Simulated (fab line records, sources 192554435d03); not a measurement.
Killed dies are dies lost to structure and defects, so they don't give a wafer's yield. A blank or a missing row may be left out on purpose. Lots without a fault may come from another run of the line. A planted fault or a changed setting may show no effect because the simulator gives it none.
One fault seen from 3 desks | flow n5_finfet | each desk has only its own numbers; what lay behind them comes last

THE TOOL OWNER'S DESK: epi_rpcvd-04
The tool's own readings at N5_PMOS_HMC_CHANNEL_EPI_EPI_20 (deposits SiGe30, target thk 59 nm): means of the sampled wafers that have a number, for each lot that ran on this tool. A lot is out of limits, marked OUT, if its mean lies more than 4 standard deviations from the usual mean; the brackets give that distance.
Columns: A = susceptor_temp_C at N5_PMOS_HMC_CHANNEL_EPI_EPI_20, usual 600.05 C; B = susceptor_temp_C_max at N5_PMOS_HMC_CHANNEL_EPI_EPI_20, usual 601.2
lot  | first seen here | A      | B
L846 | day 2 06:56     | 600.22 | 601.2
L848 | day 2 18:55     | 600.21 | 601.2
L851 | day 3 13:51     | 600.02 | 600.9
L853 | day 3 23:58     | 600.34 | 601.2
L855 | day 4 12:43     | 600.23 | 601.1
L856 | day 4 17:54     | 600.16 | 601.1
L863 | day 6 11:45     | 599.96 | 600.9
L865 | day 6 23:44     | 600.09 | 601.0
This desk's finding: nothing out of limits on any of the 8 lots.

THE DEFECT DESK
What the inspections along the route counted, lot by lot: means of the sampled wafers that have a number. A lot is out of limits, marked OUT, if its mean lies more than 4 standard deviations from the usual mean; the brackets give that distance.
Columns: A = raw_defect_count at N5_WELL_APT_INSPECT_27, usual 2.1
lot  | first seen here | A
L845 | day 1 21:04     | 2.7
L846 | day 2 03:17     | 3.0
L847 | day 2 08:52     | 2.0
L848 | day 2 14:48     | 2.7
L849 | day 2 21:35     | 4.3
L850 | day 3 03:07     | 2.5
L851 | day 3 09:42     | 3.0
L852 | day 3 15:24     | 1.0
L853 | day 3 20:48     | 2.7
L854 | day 4 03:29     | 1.0
L855 | day 4 09:04     | 1.5
L856 | day 4 15:07     | 2.0
L863 | day 6 08:53     | 1.7
L865 | day 6 20:47     | 1.7
This desk's finding: nothing out of limits on any of the 14 lots.

THE METROLOGY DESK
What the gauges read, lot by lot, whatever tool the lot ran on: means of the sampled wafers that have a number. A lot is out of limits, marked OUT, if its mean lies more than 4 standard deviations from the usual mean; the brackets give that distance. Of its 18 readings 7 are shown: the one that was out of limits first, and those that lie furthest out on some lot.
Columns: A = HMC_CMP_THK at N5_PMOS_HMC_CHANNEL_EPI_THK_MEAS_22, usual 53.8 nm; B = DIBL_P at N5_BEOL_M4_RC_MEAS_101, usual 35.9 mV/V; C = IOFF_P at N5_BEOL_M4_RC_MEAS_101, usual 0.21 nA/um; D = IOFF_P_85C at N5_BEOL_M4_RC_MEAS_101, usual 3.6 nA/um; E = IOFF_P_LIN at N5_BEOL_M4_RC_MEAS_101, usual 0.099 nA/um; F = ION_P at N5_BEOL_M4_RC_MEAS_101, usual 462 uA/um; G = SS_P at N5_BEOL_M4_RC_MEAS_101, usual 73.2 mV/dec
lot  | first seen here | A              | B               | C                       | D                       | E               | F             | G
L845 | day 1 21:02     | 53.0           | 37.3            | 0.20                    | 3.4                     | 0.093           | 455           | 73.2
L846 | day 2 03:15     | 53.5           | 36.5            | 0.23                    | 4.1                     | 0.113           | 469           | 73.5
L847 | day 2 08:50     | 54.4           | 33.3            | 0.16                    | 2.9                     | 0.079           | 455           | 72.9
L848 | day 2 14:47     | 52.9           | 35.4            | 0.16                    | 2.9                     | 0.083           | 456           | 72.8
L849 | day 2 21:34     | 53.0           | 34.5            | 0.21                    | 3.5                     | 0.103           | 458           | 73.4
L850 | day 3 03:05     | 53.3           | 38.5            | 0.20                    | 3.5                     | 0.092           | 461           | 73.7
L851 | day 3 09:40     | 54.1           | 36.0            | 0.17                    | 3.1                     | 0.083           | 454           | 73.6
L852 | day 3 15:23     | 53.9           | 35.3            | 0.16                    | 3.1                     | 0.084           | 456           | 72.5
L853 | day 3 20:47     | 53.7           | 36.3            | 0.22                    | 3.7                     | 0.102           | 466           | 73.4
L854 | day 4 03:28     | 53.7           | 35.2            | 0.21                    | 3.6                     | 0.097           | 456           | 73.0
L855 | day 4 09:02     | 54.7           | 34.9            | 0.21                    | 3.6                     | 0.098           | 464           | 73.2
L856 | day 4 15:05     | 52.9           | 36.4            | 0.20                    | 3.7                     | 0.100           | 461           | 74.2
L863 | day 6 08:51     | 40.1 (-16) OUT | 107.4 (+40) OUT | 26.00 (+99 or more) OUT | 200.3 (+99 or more) OUT | 0.423 (+27) OUT | 358 (-14) OUT | 131.9 (+99 or more) OUT
L865 | day 6 20:46     | 39.7 (-17) OUT | 105.7 (+39) OUT | 20.72 (+99 or more) OUT | 171.4 (+99 or more) OUT | 0.378 (+23) OUT | 352 (-15) OUT | 131.8 (+99 or more) OUT
This desk's finding: out of limits on L863, L865; first on L863, day 6 13:23 (HMC_CMP_THK at N5_PMOS_HMC_CHANNEL_EPI_THK_MEAS_22). In limits: L845, L846, L847, L848, L849, L850, L851, L852, L853, L854, L855, L856.

PUT TOGETHER
The metrology desk could have raised an alarm at day 6 13:23, on L863, L865.
The tool owner's desk saw nothing out of limits.
The defect desk saw nothing out of limits.
The tool owner's desk has L863, L865 on record, within its limits.
The defect desk has L863, L865 on record, within its limits.
Of the lots named, all ran N5_PMOS_HMC_CHANNEL_EPI_EPI_20 on epi_rpcvd-04.

WHAT THE SIMULATOR HAD PUT IN
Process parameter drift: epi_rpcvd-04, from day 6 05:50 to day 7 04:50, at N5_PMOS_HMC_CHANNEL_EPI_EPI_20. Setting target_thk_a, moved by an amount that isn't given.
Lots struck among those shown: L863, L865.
Hours from the fault's start to each desk's first reading out of limits: the metrology desk, 8.
